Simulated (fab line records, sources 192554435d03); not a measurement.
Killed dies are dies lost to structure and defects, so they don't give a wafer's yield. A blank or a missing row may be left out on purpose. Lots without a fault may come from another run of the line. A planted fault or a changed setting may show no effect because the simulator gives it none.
Split-lot experiment | flow n5_finfet | 7 lots, 21 wafers read, on a route of 1938 steps

THE SPLIT
At N5_BEOL_M0_SAQP_COAT_82 (time 60 s, resist thk 30 nm), the setting spin_rpm was moved away from the recipe's 1500 rpm on 4 of the 21 wafers read, by -10.3% to +8.7%. The other wafers ran this setting at the recipe's value.

FROM THE SPLIT TO THE READING: what the file shows between them, 6 steps
- N5_BEOL_M0_SAQP_COAT_08: resist thk 90 nm
- N5_BEOL_M0_SAQP_EBR_10
- N5_BEOL_M0_SAQP_DESCUM_19: chemistry O2, time 7.9 s
- N5_BEOL_M0_SAQP_ETCH_83: etches SiARC in CF4, target depth 39 nm, time 65 s
- N5_BEOL_M0_SAQP_ETCH_84: etches SOC in N2/H2, target depth 100 nm, overetch 20 nm, time 150 s
- N5_BEOL_M0_SAQP_STRIP_80: strips in N2/H2

THE READING
SiARC_of_BEOL_M0_SAQP_COAT_82.thk_nm (the simulator's own value, which no gauge read), in nm, at N5_BEOL_M0_SAQP_HM_OPEN_112 (chemistry CHF3/O2, target SiO2, stops on a-Si, target depth 12 nm, time 13.5 s). The file gives no usual value for it. The 17 wafers here that ran the recipe average 5.0 nm, standard deviation 0.33 nm.

wafer  | tool, chamber at the split | spin_rpm as run, rpm | against the recipe | SiARC_of_BEOL_M0_SAQP_COAT_82.thk_nm, nm | against lot-mates on the recipe
L074.3 | litho_track-04, 0          | 1500                 | recipe             | 4.8                                      | -
L074.5 | litho_track-04, 0          | 1500                 | recipe             | 4.8                                      | -
L074.6 | litho_track-04, 0          | 1500                 | recipe             | 4.4                                      | -
L077.1 | litho_track-03, 0          | 1500                 | recipe             | 5                                        | -
L077.4 | litho_track-03, 0          | 1500                 | recipe             | 4.4                                      | -
L077.5 | litho_track-03, 0          | 1500                 | recipe             | 4.6                                      | -
L086.1 | litho_track-03, 0          | 1586                 | +5.7%              | 4.6                                      | -0.7
L086.3 | litho_track-03, 0          | 1500                 | recipe             | 5.2                                      | -
L086.6 | litho_track-03, 0          | 1500                 | recipe             | 5.4                                      | -
L087.1 | litho_track-04, 0          | 1500                 | recipe             | 5.4                                      | -
L087.2 | litho_track-04, 0          | 1500                 | recipe             | 5.4                                      | -
L087.6 | litho_track-04, 0          | 1500                 | recipe             | 5.4                                      | -
L091.3 | litho_track-05, 0          | 1500                 | recipe             | 4.8                                      | -
L091.4 | litho_track-05, 0          | 1631                 | +8.7%              | 3.4                                      | -1.5
L091.6 | litho_track-05, 0          | 1500                 | recipe             | 5                                        | -
L093.1 | litho_track-04, 0          | 1500                 | recipe             | 5                                        | -
L093.2 | litho_track-04, 0          | 1500                 | recipe             | 4.6                                      | -
L093.4 | litho_track-04, 0          | 1631                 | +8.7%              | 2.8                                      | -2.0
L094.2 | litho_track-04, 0          | 1345                 | -10.3%             | 7.2                                      | +2.2
L094.4 | litho_track-04, 0          | 1500                 | recipe             | 4.8                                      | -
L094.6 | litho_track-04, 0          | 1500                 | recipe             | 5.2                                      | -

THE FIT
A straight line over all 21 wafers: SiARC_of_BEOL_M0_SAQP_COAT_82.thk_nm changes by -0.199 nm for each +1% of spin_rpm; r = -0.90; the points scatter about the line by 0.38 nm.
The same after taking each lot's own level away (the mean of its wafers on the recipe; 21 wafers): -0.197 nm for each +1%; r = -0.96; scatter 0.21 nm.
On that fit, the largest move of spin_rpm shifts the reading by 2 nm.
The lots' own levels span 4.67 to 5.40 nm, that is 2.2 times the standard deviation above.
So the lot-to-lot level changes the slope little: the two slopes agree.
Check: with one of the wafers moved furthest among these (-10.3%) left out of the fit, the line predicts +1.94 nm for it against its lot-mates. It came out at +2.2 nm against them.

OTHER SPLITS ON THESE WAFERS
These wafers also went through other splits before the reading. Each is held against what the fit with the lots' levels taken away leaves over:
other split on the same wafers        | wafers away from the commonest value | r with SiARC_of_BEOL_M0_SAQP_COAT_82.thk_nm (lot level and that fit taken away)
N5_SDB_ETCH_17 bias_w                 | 6                                    | -0.12
N5_HKMG_FIN_ETCH_58 source_w          | 11                                   | -0.26
N5_GATE_CUT_DESCUM_18 time_s          | 4                                    | -0.30
N5_MOL_CONTACT_COAG_ETCH_47 source_w  | 3                                    | +0.32
N5_MOL_CONTACT_COAG_EXPOSE_37 dose_mj | 7                                    | +0.04
N5_BEOL_M0_SAQP_COAT_81 spin_rpm      | 5                                    | -0.25

THE WHOLE CHAIN: every reading that the file lists as answering this split, in the file's order
step                        | what it does                                                                   | reading                                                                                 | change (the file's fit)               | r (the file's)
N5_BEOL_M0_SAQP_COAT_82     | time 60 s, resist thk 30 nm                                                    | SiARC_of_BEOL_M0_SAQP_COAT_82.thk_nm (the simulator's own value, which no gauge read)   | -0.153 nm for each +1% of the setting | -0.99
N5_BEOL_M0_SAQP_ETCH_83     | etches SiARC in CF4, target depth 39 nm, time 65 s                             | etch_rf_on_time_s                                                                       | withheld for each +1% of the setting  | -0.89
N5_BEOL_M0_SAQP_ETCH_83     | etches SiARC in CF4, target depth 39 nm, time 65 s                             | etch.depth_nm (the simulator's own value, which no gauge read)                          | -0.154 nm for each +1% of the setting | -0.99
N5_BEOL_M0_SAQP_ETCH_83     | etches SiARC in CF4, target depth 39 nm, time 65 s                             | CAR-ArF_of_BEOL_M0_SAQP_COAT_08.thk_nm (the simulator's own value, which no gauge read) | +0.141 nm for each +1% of the setting | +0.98
N5_BEOL_M0_SAQP_ETCH_84     | etches SOC in N2/H2, target depth 100 nm, overetch 20 nm, time 150 s           | SiARC_of_BEOL_M0_SAQP_COAT_82.thk_nm (the simulator's own value, which no gauge read)   | -0.16 nm for each +1% of the setting  | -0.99
N5_BEOL_M0_SAQP_HM_OPEN_112 | chemistry CHF3/O2, target SiO2, stops on a-Si, target depth 12 nm, time 13.5 s | SiARC_of_BEOL_M0_SAQP_COAT_82.thk_nm (the simulator's own value, which no gauge read)   | -0.196 nm for each +1% of the setting | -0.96

THE FILE'S OWN FIT
SiARC_of_BEOL_M0_SAQP_COAT_82.thk_nm changes by -0.196 nm for each +1% of spin_rpm, r = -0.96.
